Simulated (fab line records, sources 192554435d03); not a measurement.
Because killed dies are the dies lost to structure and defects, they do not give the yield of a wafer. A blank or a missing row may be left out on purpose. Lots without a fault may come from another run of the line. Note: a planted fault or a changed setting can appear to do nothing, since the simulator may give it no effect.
fab line records | flow n5-finfet | part 2 of 2: steps 25 to 34 of 34
record: lots: 5 | wafers: 15 | last-day: 17
route steps=1938 shown BEOL_M5@1163 BEOL_M6@1194
lots untouched by any fault: they come from a run of this same line in which no faults occurred
start-h: hours from the record's first day to the start of the lot's first wafer shown | wait-h: how many hours have passed since the lot's step before this one | " the same as in the row above | L1.1+2: several wafers, shown together as one row | - either no value or no given start | * or withheld: withheld | < > ~ a bound
route shown NAME@n: NAME is a module with steps in the file, n the number in the route of the first one | usual: the fault-free wafers' mean and standard deviation | same: alike in all rows | chamber/n: place in a boat | sites: per-site readings | _std_site: standard deviation across them | _edge_site: inner sites' mean taken away from outer sites' mean | radius-mm: for every site, how far away it sits from the centre of the wafer | mask NAME#n: copy n | behind: the last tool/chamber to shape the wafer | hold: what put the lot on hold/how long, in hours/how the hold closed | device: the n, p or np transistor that did not switch | end of line: tests of these same wafers at the route's end | step lacking rows: just its recipe | killed: count of dies lost to structure and defects at first sort (not the wafer's yield) | map: dies across one wafer; x = killed, . = not, _ = none there
set.NAME: the run value of the setting; set.NAME@STEP: its run value at that earlier step | model.NAME: the simulator's own value behind a step, which no gauge read
lots at some steps of the route; a table a step, a row a wafer
services: the hour from which a tool's chamber was out of use, counted from the record's first day as start-h (under 0 if before that day), plus the number of hours and why
== steps ==
step: N5_BEOL_M5_THK_MEAS_53
recipe: thk-meas-gauge: xrf | reads: Cu_of_BEOL_M5_ECD_50
usual: M5_THK: 61.1/1.9
lot.wafer | tool          | chamber | start-h | wait-h | M5_THK[nm]
L077.1    | film-metro-02 | -       | 188.32  | -      | 58.6
L077.2    | "             | -       | "       | "      | 63.2
L077.5    | "             | -       | "       | "      | 60.7
L078.1    | film-metro-01 | -       | 195.93  | -      | 63.4
L078.3    | "             | -       | "       | "      | 64.4
L078.5    | "             | -       | "       | "      | 65.0
L086.2    | film-metro-01 | -       | 269.00  | -      | 62.3
L086.5    | "             | -       | "       | "      | 62.4
L086.6    | "             | -       | "       | "      | 62.5
L088.1    | film-metro-02 | -       | 274.37  | -      | 57.4
L088.2    | "             | -       | "       | "      | 58.5
L088.4    | "             | -       | "       | "      | 60.0
L095.1    | film-metro-02 | -       | 311.87  | -      | 61.5
L095.3    | "             | -       | "       | "      | 64.3
L095.4    | "             | -       | "       | "      | 61.1
step: N5_BEOL_M5_PRE_CLEAN_77
recipe: gas: NH3/H2 | time-s: 15 | temp-c: * | rf-power-w: 300
usual: heater-power-w: 94/19
lot.wafer | tool      | chamber | start-h | wait-h | heater-power-w
L077.1    | cvd-co-01 | 0       | 188.36  | 0.0    | 69
L077.2    | "         | 2       | "       | "      | 125
L077.5    | "         | 0       | "       | "      | 70
L078.1    | cvd-co-02 | 0       | 195.97  | 0.0    | 73
L078.3    | "         | 2       | "       | "      | 101
L078.5    | "         | 0       | "       | "      | 72
L086.2    | cvd-co-01 | 1       | 269.04  | 0.0    | 111
L086.5    | "         | 2       | "       | "      | 128
L086.6    | "         | 0       | "       | "      | 70
L088.1    | cvd-co-02 | 0       | 274.40  | 0.0    | 73
L088.2    | "         | 1       | "       | "      | 88
L088.4    | "         | 1       | "       | "      | 93
L095.1    | cvd-co-01 | 2       | 312.05  | 0.2    | 126
L095.3    | "         | 1       | "       | "      | 109
L095.4    | "         | 0       | "       | "      | 70
step: N5_BEOL_M5_CO_CAP_78
recipe: material: Co | target-thk-a: 20 | temp-c: 200 | precursor: CCTBA/H2 | pressure-torr: 30 | time-s: 102.1
usual: heater-power-w: 246/24
lot.wafer | tool      | chamber | start-h | wait-h | heater-power-w
L077.1    | cvd-co-01 | 0       | 188.40  | 0.0    | 217
L077.2    | "         | 2       | "       | "      | 282
L077.5    | "         | 0       | "       | "      | 213
L078.1    | cvd-co-02 | 0       | 196.01  | 0.0    | 218
L078.3    | "         | 2       | "       | "      | 264
L078.5    | "         | 0       | "       | "      | 223
L086.2    | cvd-co-01 | 1       | 269.08  | 0.0    | 266
L086.5    | "         | 2       | "       | "      | 286
L086.6    | "         | 0       | "       | "      | 220
L088.1    | cvd-co-02 | 0       | 274.44  | 0.0    | 219
L088.2    | "         | 1       | "       | "      | 247
L088.4    | "         | 1       | "       | "      | 252
L095.1    | cvd-co-01 | 2       | 312.09  | 0.0    | 289
L095.3    | "         | 1       | "       | "      | 263
L095.4    | "         | 0       | "       | "      | 219
step: N5_BEOL_M5_PRE_CLEAN_55
recipe: gas: NH3 | time-s: 15 | temp-c: withheld | rf-power-w: 300
lot.wafer  | tool     | chamber | start-h | wait-h
L077.1+2+5 | pecvd-04 | 1,2,2   | 188.49  | 0.1
L078.1+3+5 | pecvd-04 | 0,2,2   | 196.10  | 0.1
L086.2+5+6 | pecvd-01 | 0,2,1   | 269.17  | 0.1
L088.1+2+4 | pecvd-04 | 2,1,0   | 274.53  | 0.1
L095.1+3+4 | pecvd-02 | 0,2,1   | 312.18  | 0.1
step: N5_BEOL_M5_DEP_56
recipe: material: SiCN | target-thk-a: 80 | temp-c: withheld | precursor: 3MS/NH3 | pressure-torr: 3 | rf-w: 202 | time-s: 14
usual: showerhead-plenum-p-Torr: 3.667/0.013 | throttle-valve-pct: 9.0/0.54
lot.wafer | tool     | chamber | start-h | wait-h | showerhead-plenum-p-Torr | throttle-valve-pct
L077.1    | pecvd-04 | 1       | 188.51  | 0.0    | 3.682                    | 10.1
L077.2    | "        | 2       | "       | "      | 3.677                    | 8.8
L077.5    | "        | 2       | "       | "      | 3.666                    | 9.0
L078.1    | pecvd-04 | 0       | 196.12  | 0.0    | 3.676                    | 8.6
L078.3    | "        | 2       | "       | "      | 3.678                    | 8.8
L078.5    | "        | 2       | "       | "      | 3.671                    | 8.9
L086.2    | pecvd-01 | 0       | 269.19  | 0.0    | 3.664                    | 8.7
L086.5    | "        | 2       | "       | "      | 3.663                    | 8.3
L086.6    | "        | 1       | "       | "      | 3.639                    | 9.8
L088.1    | pecvd-04 | 2       | 274.56  | 0.0    | 3.675                    | 9.1
L088.2    | "        | 1       | "       | "      | 3.670                    | 9.8
L088.4    | "        | 0       | "       | "      | 3.673                    | 8.5
L095.1    | pecvd-02 | 0       | 312.20  | 0.0    | 3.662                    | 9.2
L095.3    | "        | 2       | "       | "      | 3.669                    | 8.6
L095.4    | "        | 1       | "       | "      | 3.669                    | 9.2
step: N5_BEOL_M5_RS_MEAS_57
recipe: thk-meas-gauge: four-point-probe | reads: Co_of_BEOL_M5_CO_CAP_78+Cu_of_BEOL_M5_ECD_50+Co_of_BEOL_M5_CVD_47+TaN_of_BEOL_M5_ALD_86
usual: M5_RS: 0.384/0.014
lot.wafer | tool          | chamber | start-h | wait-h | M5_RS[ohm/sq]
L077.1    | film-metro-02 | -       | 188.58  | 0.0    | 0.406
L077.2    | "             | -       | "       | "      | 0.367
L077.5    | "             | -       | "       | "      | 0.388
L078.1    | film-metro-02 | -       | 196.19  | 0.0    | 0.370
L078.3    | "             | -       | "       | "      | 0.362
L078.5    | "             | -       | "       | "      | 0.357
L086.2    | film-metro-01 | -       | 269.26  | 0.1    | 0.372
L086.5    | "             | -       | "       | "      | 0.372
L086.6    | "             | -       | "       | "      | 0.371
L088.1    | film-metro-01 | -       | 274.63  | 0.0    | 0.411
L088.2    | "             | -       | "       | "      | 0.403
L088.4    | "             | -       | "       | "      | 0.389
L095.1    | film-metro-01 | -       | 312.27  | 0.0    | 0.381
L095.3    | "             | -       | "       | "      | 0.362
L095.4    | "             | -       | "       | "      | 0.386
step: N5_BEOL_M5_INSPECT_58
recipe: inspect-instrument: darkfield | mode: post-dep
usual: raw-defect-count: 73/24
lot.wafer | tool              | chamber | start-h | wait-h | raw-defect-count
L077.1    | defect-inspect-02 | -       | 188.60  | 0.0    | 64
L077.2    | "                 | -       | "       | "      | 63
L077.5    | "                 | -       | "       | "      | 75
L078.1    | defect-inspect-01 | -       | 196.21  | 0.0    | 112
L078.3    | "                 | -       | "       | "      | 86
L078.5    | "                 | -       | "       | "      | 100
L086.2    | defect-inspect-02 | -       | 269.29  | 0.0    | 26
L086.5    | "                 | -       | "       | "      | 56
L086.6    | "                 | -       | "       | "      | 64
L088.1    | defect-inspect-01 | -       | 274.65  | 0.0    | 136
L088.2    | "                 | -       | "       | "      | 36
L088.4    | "                 | -       | "       | "      | 59
L095.1    | defect-inspect-01 | -       | 312.30  | 0.0    | 73
L095.3    | "                 | -       | "       | "      | 51
L095.4    | "                 | -       | "       | "      | 81
step: N5_BEOL_M6_ILD_DEP_00
recipe: material: SiCOH_lowk | target-thk-a: 1797.5 | temp-c: 300 | precursor: DEMS/porogen | pressure-torr: 5 | rf-w: 500 | time-s: 33.4
usual: heater-power-w: 322/42 | showerhead-plenum-p-Torr: 5.731/0.02 | throttle-valve-pct: 13.6/0.57
lot.wafer | tool     | chamber | start-h | wait-h | heater-power-w | showerhead-plenum-p-Torr | throttle-valve-pct
L077.1    | pecvd-02 | 0       | 188.64  | 0.0    | 398            | 5.723                    | 14.0
L077.2    | "        | 1       | "       | "      | 357            | 5.736                    | 13.7
L077.5    | "        | 1       | "       | "      | 362            | 5.752                    | 13.9
L078.1    | pecvd-03 | 0       | 196.25  | 0.0    | 329            | 5.716                    | 14.0
L078.3    | "        | 2       | "       | "      | 316            | 5.761                    | 12.9
L078.5    | "        | 0       | "       | "      | 321            | 5.711                    | 13.8
L086.2    | pecvd-03 | 2       | 269.32  | 0.0    | 312            | 5.758                    | 13.1
L086.5    | "        | 0       | "       | "      | 333            | 5.714                    | 14.1
L086.6    | "        | 2       | "       | "      | 300            | 5.751                    | 12.4
L088.1    | pecvd-01 | 2       | 274.69  | 0.0    | 293            | 5.734                    | 12.7
L088.2    | "        | 1       | "       | "      | 287            | 5.724                    | 14.4
L088.4    | "        | 0       | "       | "      | 302            | 5.742                    | 13.2
L095.1    | pecvd-02 | 0       | 312.33  | 0.0    | 402            | 5.728                    | 14.0
L095.3    | "        | 1       | "       | "      | 298            | 5.751                    | 14.0
L095.4    | "        | 0       | "       | "      | 404            | 5.725                    | 14.1
step: N5_BEOL_M6_CURE_74
recipe: temp-c: 385 | time-s: 240 | ambient: He/Ar | material: SiCOH_lowk
usual: lamp-power-pct: 52.31/0.06 | wafer_temp_C_max: 386.9/0.67
lot.wafer | tool       | chamber | start-h | wait-h | lamp-power-pct | wafer_temp_C_max
L077.1    | uv-cure-02 | 2       | 188.73  | 0.1    | 52.36          | 387.3
L077.2    | "          | 2       | "       | "      | 52.28          | 386.8
L077.5    | "          | 2       | "       | "      | 52.33          | 387.1
L078.1    | uv-cure-02 | 1       | 196.35  | 0.1    | 52.28          | 386.7
L078.3    | "          | 1       | "       | "      | 52.27          | 386.5
L078.5    | "          | 1       | "       | "      | 52.31          | 385.7
L086.2    | uv-cure-01 | 1       | 269.47  | 0.1    | 52.25          | 387.1
L086.5    | "          | 1       | "       | "      | 52.25          | 387.5
L086.6    | "          | 1       | "       | "      | 52.23          | 386.4
L088.1    | uv-cure-03 | 0       | 274.75  | 0.0    | 52.24          | 387.1
L088.2    | "          | 0       | "       | "      | 52.28          | 387.7
L088.4    | "          | 0       | "       | "      | 52.36          | 388.0
L095.1    | uv-cure-01 | 2       | 312.40  | 0.0    | 52.42          | 388.4
L095.3    | "          | 2       | "       | "      | 52.31          | 387.2
L095.4    | "          | 2       | "       | "      | 52.27          | 388.5
step: N5_BEOL_M6_THK_MEAS_01
recipe: reads: SiCOH_lowk_of_BEOL_M6_ILD_DEP_00
usual: M6_ILD_THK: 155.0/2.2
lot.wafer | tool          | chamber | start-h | wait-h | M6_ILD_THK[nm]
L077.1    | film-metro-02 | -       | 189.24  | 0.4    | 155.1
L077.2    | "             | -       | "       | "      | 153.6
L077.5    | "             | -       | "       | "      | 157.6
L078.1    | film-metro-02 | -       | 196.86  | 0.4    | 150.3
L078.3    | "             | -       | "       | "      | 149.9
L078.5    | "             | -       | "       | "      | 153.6
L086.2    | film-metro-01 | -       | 269.90  | 0.4    | 154.7
L086.5    | "             | -       | "       | "      | 157.3
L086.6    | "             | -       | "       | "      | 155.4
L088.1    | film-metro-01 | -       | 275.27  | 0.4    | 155.0
L088.2    | "             | -       | "       | "      | 153.6
L088.4    | "             | -       | "       | "      | 158.9
L095.1    | film-metro-01 | -       | 312.91  | 0.4    | 152.4
L095.3    | "             | -       | "       | "      | 154.0
L095.4    | "             | -       | "       | "      | 155.4
== services ==
tool           | chamber | start-h | hours | kind
ecd-cu-02      | -       | 162.66  | 8.1   | pm
cvd-co-01      | -       | 163.59  | 6.0   | pm
ald-metal-04   | 0       | 170.61  | 24.0  | repair
cmp-01         | -       | 173.37  | 2.0   | repair
pecvd-04       | 1       | 173.69  | 4.9   | repair
pecvd-04       | -       | 177.58  | 2.6   | repair
uv-cure-01     | -       | 188.15  | 9.1   | repair
cmp-04         | -       | 191.92  | 2.2   | repair
ecd-cu-02      | -       | 194.31  | 0.6   | repair
wet-bench-06   | -       | 194.93  | 2.0   | repair
pecvd-02       | 2       | 196.13  | 23.6  | repair
pvd-sputter-01 | -       | 200.17  | 1.1   | repair
cmp-04         | -       | 201.79  | 0.5   | repair
uv-cure-02     | -       | 202.12  | 7.5   | pm
ald-metal-03   | -       | 213.90  | 2.8   | pm
cvd-co-01      | -       | 232.54  | 6.9   | pm
cvd-co-01      | 2       | 245.96  | 4.6   | repair
cvd-co-01      | 1       | 249.75  | 18.6  | repair
pecvd-02       | 2       | 250.05  | 17.9  | repair
wet-bench-06   | -       | 274.70  | 1.9   | pm
pecvd-01       | -       | 278.28  | 2.8   | pm
cvd-co-02      | 2       | 278.33  | 24.8  | repair
cvd-co-02      | -       | 283.05  | 0.7   | repair
ecd-cu-02      | -       | 284.15  | 0.3   | repair
